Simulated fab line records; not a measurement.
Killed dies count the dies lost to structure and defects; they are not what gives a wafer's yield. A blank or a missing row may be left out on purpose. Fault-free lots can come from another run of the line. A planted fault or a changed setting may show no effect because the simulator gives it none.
fab line records ; flow n5_finfet ; part 1 of 2: steps 1 to 26 of 32
[record] lots = 5; wafers = 15; last_day = 18
route steps=1938 shown GATE_CUT@503 MOL_CONTACT_COAG@517
lots that met no fault: from a run of the same line without faults
start_h: hours from the record's opening day to when the first of the lot's shown wafers began ; wait_h: hours since the lot's step before ; " identical to the entry in the row above ; L1.1+2: one row covering several wafers at once ; - either no value or no given start ; * or withheld: withheld ; < > ~ a bound
route shown NAME@n: a module of which the file shows steps, and the number in the route of the first ; usual: mean/standard deviation of fault-free wafers ; same: alike in all rows ; chamber/n: place in a boat ; sites: each site's reading ; _std_site: their standard deviation ; _edge_site: outer sites' mean less inner sites' ; radius_mm: how far each site lies from the wafer's centre ; mask NAME#n: copy n ; behind: the most recent tool/chamber to have shaped the wafer ; hold: the reason the lot was held/the length of the hold in hours/how it ended ; device: names the non-switching transistor (n, p or np) ; end of line: tests of these same wafers at the route's end ; for a step that has no rows: nothing shown but its recipe ; killed: at the first sort, the dies lost to defects and structure; wafer yield is something else ; map: a wafer's dies, x killed, . not, _ none there
set.NAME: the setting that was run; set.NAME@STEP: the one run at that earlier step ; model.NAME: the simulator's own value behind a step, which no gauge read
certain route steps with their lots: each step a table, each wafer a row
services: a tool's chamber out of use, with start hour (start_h, from the record's first day; less than 0 if before it), hours out, and reason
[[steps]]
[step N5_GATE_CUT_ETCH_47]
[recipe] chemistry = Cl2/BCl3; target = SiO2; target_depth_a = 100; pressure_mtorr = 10; icp_w = 1000; bias_w = 126; Cl2_flow_sccm = 53.25; bcl3_flow_sccm = 21.75; Ar_flow_sccm = 25
[usual] drypump_motor_current_A = 6.03/0.24; oes_product_au = 0.74/0.12; throttle_valve_pct = 22.84/0.17
lot.wafer;tool;chamber;start_h;wait_h;drypump_motor_current_A;oes_product_au;rf_hours_counter_h;throttle_valve_pct
L080.2;rie_metal-02;0;122.18;0.0;5.79;0.60;123;23.20
L080.3;rie_metal-02;0;122.18;0.0;5.78;0.60;-;23.20
L080.6;rie_metal-02;1;122.18;0.0;5.47;0.64;-;22.89
L089.1;rie_metal-01;1;176.24;0.0;6.14;1.00;0;22.69
L089.3;rie_metal-01;0;176.24;0.0;6.23;0.79;-;22.64
L089.6;rie_metal-01;0;176.24;0.0;6.25;0.79;-;22.65
L091.1;rie_metal-01;0;189.38;0.0;6.28;0.79;36;22.64
L091.2;rie_metal-01;1;189.38;0.0;6.17;0.98;1;22.70
L091.4;rie_metal-01;1;189.38;0.0;6.19;0.98;-;22.71
L096.2;rie_metal-03;1;216.88;0.0;5.99;0.79;38;22.80
L096.3;rie_metal-03;0;216.88;0.0;6.16;0.62;-;22.94
L096.6;rie_metal-03;0;216.88;0.0;6.14;0.63;-;22.93
L097.2;rie_metal-01;0;223.99;0.0;6.26;0.78;39;22.64
L097.4;rie_metal-01;0;223.99;0.0;6.22;0.77;-;22.63
L097.5;rie_metal-01;0;223.99;0.0;6.22;0.76;-;22.65
[step N5_GATE_CUT_VAPOR_ETCH_48]
[recipe] chemistry = BCl3/Cl2; target = TiN; mode = isotropic
[usual] drypump_motor_current_A = 6.03/0.24; oes_product_au = 0.74/0.12
lot.wafer;tool;chamber;start_h;wait_h;drypump_motor_current_A;oes_product_au
L080.2;rie_metal-02;0;122.21;0.0;5.76;0.60
L080.3;rie_metal-02;0;122.21;0.0;5.77;0.60
L080.6;rie_metal-02;1;122.21;0.0;5.46;0.64
L089.1;rie_metal-01;1;176.27;0.0;6.16;1.00
L089.3;rie_metal-01;0;176.27;0.0;6.29;0.79
L089.6;rie_metal-01;0;176.27;0.0;6.28;0.78
L091.1;rie_metal-01;0;189.41;0.0;6.23;0.79
L091.2;rie_metal-01;1;189.41;0.0;6.18;0.98
L091.4;rie_metal-01;1;189.41;0.0;6.18;0.98
L096.2;rie_metal-03;1;216.91;0.0;5.99;0.79
L096.3;rie_metal-03;0;216.91;0.0;6.13;0.63
L096.6;rie_metal-03;0;216.91;0.0;6.10;0.63
L097.2;rie_metal-01;0;224.02;0.0;6.30;0.77
L097.4;rie_metal-01;0;224.02;0.0;6.30;0.77
L097.5;rie_metal-01;0;224.02;0.0;6.31;0.78
[step N5_GATE_CUT_VAPOR_ETCH_49]
[recipe] chemistry = BCl3/Cl2; target = TiAlC; mode = isotropic
[usual] drypump_motor_current_A = 6.03/0.24; oes_product_au = 0.74/0.12
lot.wafer;tool;chamber;start_h;wait_h;drypump_motor_current_A;oes_product_au
L080.2;rie_metal-02;0;122.24;0.0;5.78;0.60
L080.3;rie_metal-02;0;122.24;0.0;5.80;0.60
L080.6;rie_metal-02;1;122.24;0.0;5.47;0.63
L089.1;rie_metal-01;1;176.30;0.0;6.19;1.01
L089.3;rie_metal-01;0;176.30;0.0;6.26;0.78
L089.6;rie_metal-01;0;176.30;0.0;6.24;0.78
L091.1;rie_metal-01;0;189.44;0.0;6.24;0.78
L091.2;rie_metal-01;1;189.44;0.0;6.19;0.97
L091.4;rie_metal-01;1;189.44;0.0;6.20;0.98
L096.2;rie_metal-03;1;216.94;0.0;5.97;0.79
L096.3;rie_metal-03;0;216.94;0.0;6.10;0.62
L096.6;rie_metal-03;0;216.94;0.0;6.13;0.63
L097.2;rie_metal-01;0;224.05;0.0;6.25;0.77
L097.4;rie_metal-01;0;224.05;0.0;6.22;0.77
L097.5;rie_metal-01;0;224.05;0.0;6.26;0.78
[step N5_GATE_CUT_VAPOR_ETCH_51]
[recipe] chemistry = BCl3/Cl2; target = HfO2; mode = isotropic
[usual] drypump_motor_current_A = 6.03/0.24; oes_product_au = 0.74/0.12
lot.wafer;tool;chamber;start_h;wait_h;drypump_motor_current_A;oes_product_au
L080.2;rie_metal-02;0;122.27;0.0;5.78;0.60
L080.3;rie_metal-02;0;122.27;0.0;5.78;0.60
L080.6;rie_metal-02;1;122.27;0.0;5.46;0.63
L089.1;rie_metal-01;1;176.33;0.0;6.16;1.01
L089.3;rie_metal-01;0;176.33;0.0;6.30;0.79
L089.6;rie_metal-01;0;176.33;0.0;6.28;0.79
L091.1;rie_metal-01;0;189.47;0.0;6.26;0.78
L091.2;rie_metal-01;1;189.47;0.0;6.18;0.96
L091.4;rie_metal-01;1;189.47;0.0;6.19;0.96
L096.2;rie_metal-03;1;216.97;0.0;5.99;0.79
L096.3;rie_metal-03;0;216.97;0.0;6.15;0.63
L096.6;rie_metal-03;0;216.97;0.0;6.12;0.63
L097.2;rie_metal-01;0;224.08;0.0;6.26;0.77
L097.4;rie_metal-01;0;224.08;0.0;6.24;0.76
L097.5;rie_metal-01;0;224.08;0.0;6.26;0.77
[step N5_GATE_CUT_STRIP_21]
[recipe] chemistry = N2/H2; time_s = 30; power_w = 1000; temp_c = 250; pressure_mtorr = withheld; n2_flow_sccm = 1750; h2_flow_sccm = 3250
[usual] drypump_motor_current_A = 5.9/0.48; heater_power_w = 383/42
lot.wafer;tool;chamber;start_h;wait_h;drypump_motor_current_A;heater_power_w;rf_hours_counter_h
L080.2;plasma_asher-02;0;122.32;0.0;5.7;393;40
L080.3;plasma_asher-02;1;122.32;0.0;6.4;434;-
L080.6;plasma_asher-02;0;122.32;0.0;5.7;389;-
L089.1;plasma_asher-02;1;176.43;0.1;6.4;426;53
L089.3;plasma_asher-02;0;176.43;0.1;5.7;394;-
L089.6;plasma_asher-02;1;176.43;0.1;6.4;421;-
L091.1;plasma_asher-02;0;189.52;0.0;5.7;390;56
L091.2;plasma_asher-02;1;189.52;0.0;6.3;434;56
L091.4;plasma_asher-02;1;189.52;0.0;6.4;426;-
L096.2;plasma_asher-02;1;217.08;0.1;6.3;421;61
L096.3;plasma_asher-02;0;217.08;0.1;5.7;397;-
L096.6;plasma_asher-02;0;217.08;0.1;5.7;388;-
L097.2;plasma_asher-01;1;224.13;0.0;5.0;310;124
L097.4;plasma_asher-01;1;224.13;0.0;4.9;312;-
L097.5;plasma_asher-01;1;224.13;0.0;5.0;311;-
[step N5_GATE_CUT_STRIP_29]
[recipe] chemistry = post_etch_residue_remover; time_s = 60; temp_c = 25; remover_ph = withheld; remover_water_wt_pct = withheld; remover_fluoride_wt_pct = withheld
lot.wafer;tool;chamber;start_h;wait_h
L080.2+3+6;wet_bench-03;0,1,5;122.41;0.1
L089.1+3+6;wet_bench-02;3,2,4;176.52;0.1
L091.1+2+4;wet_bench-03;5,6,1;189.61;0.1
L096.2+3+6;wet_bench-06;7,5,2;217.16;0.1
L097.2+4+5;wet_bench-02;4,3,2;224.22;0.1
[step N5_GATE_CUT_SRD_52]
[recipe] dry = ipa_marangoni; time_s = 30; temp_c = 23; rinse_liquid = diw
lot.wafer;tool;chamber;start_h;wait_h
L080.2+3+6;wet_bench-03;0,1,5;122.43;0.0
L089.1+3+6;wet_bench-02;3,2,4;176.54;0.0
L091.1+2+4;wet_bench-03;5,6,1;189.63;0.0
L096.2+3+6;wet_bench-06;7,5,2;217.18;0.0
L097.2+4+5;wet_bench-02;4,3,2;224.24;0.0
[step N5_GATE_CUT_ALD_22]
[recipe] material = SiNx; target_thk_a = 160; temp_c = 400; ald_precursor_family = SiH2I2; ald_co_reactant = N2/H2-plasma; pulse_time_s = 1; ald_cycles = 320; purge_time_s = 2; co_reactant_purge_time_s = 2; pressure_torr = 2
[usual] heater_power_w = 826/80; precursor_pulse_height_rel = 0.998/0.019
lot.wafer;tool;chamber;start_h;wait_h;heater_power_w;precursor_pulse_height_rel
L080.2;ald_sin-01;3;122.47;0.0;888;0.978
L080.3;ald_sin-01;2;122.47;0.0;856;1.025
L080.6;ald_sin-01;3;122.47;0.0;905;1.015
L089.1;ald_sin-01;1;176.59;0.0;850;1.017
L089.3;ald_sin-01;0;176.59;0.0;701;1.007
L089.6;ald_sin-01;3;176.59;0.0;902;1.021
L091.1;ald_sin-02;0;191.61;2.0;800;1.003
L091.2;ald_sin-02;3;191.61;2.0;776;0.988
L091.4;ald_sin-02;2;191.61;2.0;731;0.973
L096.2;ald_sin-03;2;217.23;0.0;905;0.964
L096.3;ald_sin-03;3;217.23;0.0;760;1.015
L096.6;ald_sin-03;0;217.23;0.0;968;0.981
L097.2;ald_sin-01;1;224.28;0.0;841;1.007
L097.4;ald_sin-01;3;224.28;0.0;895;0.990
L097.5;ald_sin-01;2;224.28;0.0;913;1.005
[step N5_GATE_CUT_CMP_23]
[recipe] stop_on = SiO2; t_overpolish_s = 23.4; post_cmp_clean = alkaline_brush; down_force_psi = 2.5; platen_rpm = 51.8; pad_velocity_m_s = 1.0307; target_thk_nm = 16
[usual] motor_current_A = 9.1/0.85; overpolish_run_s = 23.401/0.0097; platen_rpm = 51.80/0.037; slurry_flow_ml_min = 149.9/0.49; time_to_endpoint_s = 20.6/2.1
[same] t_overpolish_s = 23.4
lot.wafer;tool;chamber;start_h;wait_h;motor_current_A;overpolish_run_s;platen_rpm;slurry_flow_ml_min;time_to_endpoint_s
L080.2;cmp-04;1;124.04;0.8;8.8;23.418;51.81;150.6;20.2
L080.3;cmp-04;2;124.04;0.8;10.2;23.397;51.80;150.1;19.4
L080.6;cmp-04;0;124.04;0.8;8.1;23.404;51.74;149.7;24.1
L089.3;cmp-04;0;178.08;0.8;8.1;23.418;51.76;150.3;19.6
L089.1;cmp-04;3;178.08;0.8;9.1;23.390;51.79;150.1;21.6
L089.6;cmp-04;0;178.08;0.8;8.4;23.415;51.77;150.4;21.9
L091.2;cmp-03;1;193.13;0.8;7.8;23.403;51.73;149.2;23.0
L091.4;cmp-03;2;193.13;0.8;10.5;23.400;51.77;150.0;20.0
L091.1;cmp-03;3;193.13;0.8;9.7;23.413;51.81;150.0;22.0
L096.2;cmp-02;3;218.72;0.8;9.3;23.409;51.86;149.2;21.4
L096.3;cmp-02;0;218.72;0.8;9.3;23.404;51.80;150.4;20.6
L096.6;cmp-02;3;218.72;0.8;9.3;23.399;51.79;150.5;24.5
L097.4;cmp-04;0;225.81;0.8;8.3;23.389;51.83;150.3;23.1
L097.2;cmp-04;1;225.81;0.8;8.9;23.412;51.81;149.9;18.3
L097.5;cmp-04;3;225.81;0.8;9.3;23.390;51.78;149.1;19.9
[step N5_GATE_CUT_THK_MEAS_24]
[recipe] reads = SiO2_of_GATE_CUT_HM_DEP_46+SiO2_flowable_of_ILD0_FCVD_FILL_01
[usual] GC_FILL_THK = 219.8/1.9
lot.wafer;tool;chamber;start_h;wait_h;GC_FILL_THK[nm]
L080.2;film_metro-01;-;124.26;-;217.7
L080.3;film_metro-01;-;124.26;-;219.2
L080.6;film_metro-01;-;124.26;-;218.2
L089.1;film_metro-01;-;178.37;-;221.2
L089.3;film_metro-01;-;178.37;-;219.9
L089.6;film_metro-01;-;178.37;-;223.0
L091.1;film_metro-01;-;193.39;-;218.6
L091.2;film_metro-01;-;193.39;-;216.6
L091.4;film_metro-01;-;193.39;-;220.2
L096.2;film_metro-01;-;219.02;-;220.6
L096.3;film_metro-01;-;219.02;-;222.1
L096.6;film_metro-01;-;219.02;-;221.0
L097.2;film_metro-02;-;226.07;-;220.8
L097.4;film_metro-02;-;226.07;-;220.7
L097.5;film_metro-02;-;226.07;-;220.2
[step N5_GATE_CUT_CMP_43]
[recipe] material = SiO2; post_cmp_clean = rinse_only
[usual] motor_current_A = 12.0/0.86; slurry_flow_ml_min = 150.0/0.46
lot.wafer;tool;chamber;start_h;wait_h;motor_current_A;slurry_flow_ml_min
L080.3;cmp-04;1;124.37;0.1;11.1;150.2
L080.2;cmp-04;2;124.37;0.1;12.7;149.5
L080.6;cmp-04;0;124.37;0.1;11.5;150.1
L089.1;cmp-02;2;178.40;0.0;11.2;149.2
L089.3;cmp-02;0;178.40;0.0;12.7;149.7
L089.6;cmp-02;3;178.40;0.0;12.0;150.3
L091.4;cmp-02;0;193.50;0.1;12.3;150.3
L091.1;cmp-02;1;193.50;0.1;10.3;149.6
L091.2;cmp-02;2;193.50;0.1;11.2;149.8
L096.3;cmp-02;3;219.21;0.2;12.2;150.6
L096.2;cmp-02;0;219.21;0.2;11.8;149.6
L096.6;cmp-02;2;219.21;0.2;11.0;151.5
L097.4;cmp-02;3;226.10;0.0;12.3;149.6
L097.2;cmp-02;1;226.10;0.0;10.5;149.7
L097.5;cmp-02;0;226.10;0.0;11.7;150.4
[step N5_GATE_CUT_CMP_61]
[recipe] stop_on = SiNx; t_overpolish_s = 3; post_cmp_clean = alkaline_brush; down_force_psi = 4; platen_rpm = 27.09; pad_velocity_m_s = 0.539
[usual] motor_current_A = 12.0/0.89; platen_rpm = 27.091/0.018; slurry_flow_ml_min = 150.0/0.48
[same] t_overpolish_s = 3
lot.wafer;tool;chamber;start_h;wait_h;motor_current_A;platen_rpm;slurry_flow_ml_min
L080.3;cmp-04;1;124.80;0.3;11.6;27.089;149.8
L080.2;cmp-04;2;124.80;0.3;12.8;27.077;150.1
L080.6;cmp-04;0;124.80;0.3;12.0;27.097;149.9
L089.1;cmp-02;2;178.88;0.4;11.0;27.065;148.9
L089.3;cmp-02;0;178.88;0.4;12.7;27.054;150.6
L089.6;cmp-02;3;178.88;0.4;12.6;27.096;150.0
L091.4;cmp-02;0;193.93;0.3;12.1;27.104;150.3
L091.1;cmp-02;1;193.93;0.3;9.9;27.125;150.3
L091.2;cmp-02;2;193.93;0.3;11.4;27.087;150.3
L096.3;cmp-02;3;219.59;0.3;12.0;27.094;149.8
L096.2;cmp-02;0;219.59;0.3;12.3;27.103;150.2
L096.6;cmp-02;2;219.59;0.3;11.5;27.111;150.6
L097.4;cmp-02;3;226.58;0.4;12.3;27.041;150.1
L097.2;cmp-02;1;226.58;0.4;10.1;27.065;149.6
L097.5;cmp-02;0;226.58;0.4;12.3;27.091;149.9
[step N5_GATE_CUT_INSPECT_26]
[recipe] inspect_instrument = darkfield; mode = post_cmp
[usual] raw_defect_count = 40/16
lot.wafer;tool;chamber;start_h;wait_h;raw_defect_count
L080.2;defect_inspect-01;-;125.00;0.0;57
L080.3;defect_inspect-01;-;125.00;0.0;49
L080.6;defect_inspect-01;-;125.00;0.0;33
L089.1;defect_inspect-01;-;179.11;0.0;25
L089.3;defect_inspect-01;-;179.11;0.0;40
L089.6;defect_inspect-01;-;179.11;0.0;36
L091.1;defect_inspect-02;-;194.13;0.0;24
L091.2;defect_inspect-02;-;194.13;0.0;34
L091.4;defect_inspect-02;-;194.13;0.0;27
L096.2;defect_inspect-02;-;219.76;0.0;60
L096.3;defect_inspect-02;-;219.76;0.0;60
L096.6;defect_inspect-02;-;219.76;0.0;39
L097.2;defect_inspect-02;-;226.81;0.0;90
L097.4;defect_inspect-02;-;226.81;0.0;40
L097.5;defect_inspect-02;-;226.81;0.0;38
[step N5_MOL_CONTACT_COAG_COAT_103]
[recipe] resist = SOC; temp_c = 250; time_s = 60; spin_rpm = 1500; resist_thk_nm = 80
lot.wafer;tool;chamber;start_h;wait_h
L080.2+3+6;litho_track-04;0;125.03;0.0
L089.1+3+6;litho_track-01;0;179.15;0.0
L091.1+2+4;litho_track-04;0;194.16;0.0
L096.2+3+6;litho_track-05;0;219.79;0.0
L097.2+4+5;litho_track-04;0;226.84;0.0
[step N5_MOL_CONTACT_COAG_COAT_104]
[recipe] resist = SiARC; temp_c = 220; time_s = 60; spin_rpm = 1500; resist_thk_nm = 12
lot.wafer;tool;chamber;start_h;wait_h
L080.2+3+6;litho_track-04;0;-;-
L089.1+3+6;litho_track-01;0;-;-
L091.1+2+4;litho_track-04;0;-;-
L096.2+3+6;litho_track-05;0;-;-
L097.2+4+5;litho_track-04;0;-;-
[step N5_MOL_CONTACT_COAG_COAT_58]
[recipe] resist = underlayer; temp_c = 205; time_s = 60; spin_rpm = 1500; resist_thk_nm = 10
lot.wafer;tool;chamber;start_h;wait_h
L080.2+3+6;litho_track-04;0;-;-
L089.1+3+6;litho_track-01;0;-;-
L091.1+2+4;litho_track-04;0;-;-
L096.2+3+6;litho_track-05;0;-;-
L097.2+4+5;litho_track-04;0;-;-
[step N5_MOL_CONTACT_COAG_COAT_02]
[recipe] resist = CAR-EUV; spin_rpm = 1500; resist_thk_nm = 30
lot.wafer;tool;chamber;start_h;wait_h
L080.2+3+6;litho_track-04;0;-;-
L089.1+3+6;litho_track-01;0;-;-
L091.1+2+4;litho_track-04;0;-;-
L096.2+3+6;litho_track-05;0;-;-
L097.2+4+5;litho_track-04;0;-;-
[step N5_MOL_CONTACT_COAG_EBR_04]
[recipe] solvent = PGMEA; ebr_width_mm = 1.5
lot.wafer;tool;chamber;start_h;wait_h
L080.2+3+6;litho_track-04;0;-;-
L089.1+3+6;litho_track-01;0;-;-
L091.1+2+4;litho_track-04;0;-;-
L096.2+3+6;litho_track-05;0;-;-
L097.2+4+5;litho_track-04;0;-;-
[step N5_MOL_CONTACT_COAG_SOFTBAKE_03]
[recipe] temp_c = 110; time_s = 60; resist = CAR-EUV
lot.wafer;tool;chamber;start_h;wait_h
L080.2+3+6;litho_track-04;0;-;-
L089.1+3+6;litho_track-01;0;-;-
L091.1+2+4;litho_track-04;0;-;-
L096.2+3+6;litho_track-05;0;-;-
L097.2+4+5;litho_track-04;0;-;-
[step N5_MOL_CONTACT_COAG_EXPOSE_05]
[recipe] mask_id = CA; na = 0.33; source_shape = annular; sigma_inner = 0.4; sigma_outer = 0.8; polarization = unpolarized; defocus_nm = 0; dose_mj = 38.25
lot.wafer;tool;chamber;start_h;wait_h;mask
L080.2+3+6;euv_scanner-01;0;125.30;-;CA#0
L089.1+3+6;euv_scanner-01;0;179.41;-;CA#0
L091.1+2+4;euv_scanner-02;0;194.42;-;CA#0
L096.2+3+6;euv_scanner-02;0;219.93;-;CA#0
L097.2+4+5;euv_scanner-02;0;226.98;-;CA#0
[step N5_MOL_CONTACT_COAG_PEB_06]
[recipe] peb_temp_c = 100; peb_time_s = 60; resist = CAR-EUV
lot.wafer;tool;chamber;start_h;wait_h
L080.2+3+6;litho_track-04;0;125.36;0.0
L089.1+3+6;litho_track-05;0;179.47;0.1
L091.1+2+4;litho_track-04;0;194.49;0.1
L096.2+3+6;litho_track-01;0;219.99;0.0
L097.2+4+5;litho_track-04;0;227.04;0.0
[step N5_MOL_CONTACT_COAG_DEVELOP_07]
[recipe] develop_time_s = 30; developer = TMAH; resist = CAR-EUV; rinse_liquid = surfactant_rinse; dry = air_spin; dev_temp_c = 23
lot.wafer;tool;chamber;start_h;wait_h
L080.2+3+6;litho_track-04;0;-;-
L089.1+3+6;litho_track-05;0;-;-
L091.1+2+4;litho_track-04;0;-;-
L096.2+3+6;litho_track-01;0;-;-
L097.2+4+5;litho_track-04;0;-;-
[step N5_MOL_CONTACT_COAG_CD_MEAS_08]
[recipe] target_cd_nm = 28; landing_energy_ev = 500; detector = se_inlens; polarity = opening
[usual] cd_nm = 27.96/0.25
lot.wafer;tool;chamber;start_h;wait_h;cd_nm
L080.2;cd_sem-02;0;125.42;-;27.82
L080.3;cd_sem-02;0;125.42;-;28.10
L080.6;cd_sem-02;0;125.42;-;28.04
L089.1;cd_sem-01;0;179.54;-;27.72
L089.3;cd_sem-01;0;179.54;-;27.40
L089.6;cd_sem-01;0;179.54;-;27.68
L091.1;cd_sem-01;0;194.55;-;28.11
L091.2;cd_sem-01;0;194.55;-;27.82
L091.4;cd_sem-01;0;194.55;-;27.96
L096.2;cd_sem-01;0;220.06;-;28.01
L096.3;cd_sem-01;0;220.06;-;28.08
L096.6;cd_sem-01;0;220.06;-;27.79
L097.2;cd_sem-03;0;227.11;-;27.82
L097.4;cd_sem-03;0;227.11;-;27.76
L097.5;cd_sem-03;0;227.11;-;27.75
[step N5_MOL_CONTACT_COAG_OVL_MEAS_09]
[recipe] points_per_wafer = 522
[usual] CA_OVL = -0.9/0.71
lot.wafer;tool;chamber;start_h;wait_h;CA_OVL[nm]
L080.2;overlay-01;0;125.46;0.0;0.9
L080.3;overlay-01;0;125.46;0.0;-0.4
L080.6;overlay-01;0;125.46;0.0;0.3
L089.1;overlay-02;0;179.57;0.0;-1.0
L089.3;overlay-02;0;179.57;0.0;-1.8
L089.6;overlay-02;0;179.57;0.0;-1.4
L091.1;overlay-01;0;194.58;0.0;-0.2
L091.2;overlay-01;0;194.58;0.0;-0.5
L091.4;overlay-01;0;194.58;0.0;-0.3
L096.2;overlay-02;0;220.09;0.0;0.1
L096.3;overlay-02;0;220.09;0.0;0.1
L096.6;overlay-02;0;220.09;0.0;-0.2
L097.2;overlay-01;0;227.14;0.0;-1.9
L097.4;overlay-01;0;227.14;0.0;-2.0
L097.5;overlay-01;0;227.14;0.0;-0.7
[step N5_MOL_CONTACT_COAG_INSPECT_10]
[recipe] mode = adi; inspect_instrument = brightfield
[usual] raw_defect_count = 71/26
lot.wafer;tool;chamber;start_h;wait_h;raw_defect_count
L080.2;defect_inspect-01;-;125.51;0.0;97
L080.3;defect_inspect-01;-;125.51;0.0;75
L080.6;defect_inspect-01;-;125.51;0.0;59
L089.1;defect_inspect-02;-;179.63;0.1;45
L089.3;defect_inspect-02;-;179.63;0.1;76
L089.6;defect_inspect-02;-;179.63;0.1;62
L091.1;defect_inspect-01;-;194.64;0.1;55
L091.2;defect_inspect-01;-;194.64;0.1;66
L091.4;defect_inspect-01;-;194.64;0.1;55
L096.2;defect_inspect-02;-;220.14;0.0;86
L096.3;defect_inspect-02;-;220.14;0.0;99
L096.6;defect_inspect-02;-;220.14;0.0;82
L097.2;defect_inspect-01;-;227.20;0.0;176
L097.4;defect_inspect-01;-;227.20;0.0;75
L097.5;defect_inspect-01;-;227.20;0.0;80
[step N5_MOL_CONTACT_COAG_DESCUM_13]
[recipe] chemistry = O2; time_s = 7; source_power_w = 50; bias_power_w = 20; pressure_mtorr = 20; rf_frequency_hz = 2.712e+07; temp_c = 40; resist = CAR-EUV; o2_flow_sccm = 225
[usual] bias_power_w = 20.00/0.059; drypump_motor_current_A = 5.7/0.43; oes_product_au = 0.81/0.092; rf_vpp_V = 243.5/1.4; showerhead_plenum_p_Torr = 2.11/0.071; throttle_valve_pct = 20.31/0.18
lot.wafer;tool;chamber;start_h;wait_h;bias_power_w;drypump_motor_current_A;oes_product_au;rf_hours_counter_h;rf_vpp_V;showerhead_plenum_p_Torr;throttle_valve_pct
L080.2;rie_diel-02;1;125.54;0.0;20.03;5.2;0.89;34;243.4;2.13;20.23
L080.3;rie_diel-02;2;125.54;0.0;19.98;6.2;0.84;59;244.9;2.22;20.21
L080.6;rie_diel-02;0;125.54;0.0;19.93;5.8;0.74;-;241.9;2.00;20.33
L089.1;rie_diel-04;3;179.66;0.0;19.94;6.5;0.71;203;242.9;2.17;20.55
L089.3;rie_diel-04;1;179.66;0.0;20.07;5.4;0.88;39;244.0;2.13;20.25
L089.6;rie_diel-04;3;179.66;0.0;19.90;6.6;0.71;-;244.7;2.17;20.53
L091.1;rie_diel-04;3;194.68;0.0;19.99;6.5;0.71;208;244.1;2.16;20.57
L091.2;rie_diel-04;1;194.68;0.0;19.98;5.4;0.88;44;243.6;2.13;20.26
L091.4;rie_diel-04;2;194.68;0.0;20.07;5.8;0.69;246;242.4;2.04;20.46
L096.2;rie_diel-02;0;220.18;0.0;20.04;5.8;0.71;206;241.4;1.98;20.38
L096.3;rie_diel-02;2;220.18;0.0;20.02;6.2;0.80;93;245.7;2.20;20.27
L096.6;rie_diel-02;1;220.18;0.0;19.99;5.3;0.83;-;244.0;2.12;20.29
L097.2;rie_diel-04;0;227.26;0.1;20.01;5.2;0.92;12;242.0;2.04;19.79
L097.4;rie_diel-04;0;227.26;0.1;20.04;5.2;0.92;-;241.7;2.04;19.77
L097.5;rie_diel-04;1;227.26;0.1;19.95;5.3;0.86;-;243.7;2.13;20.26
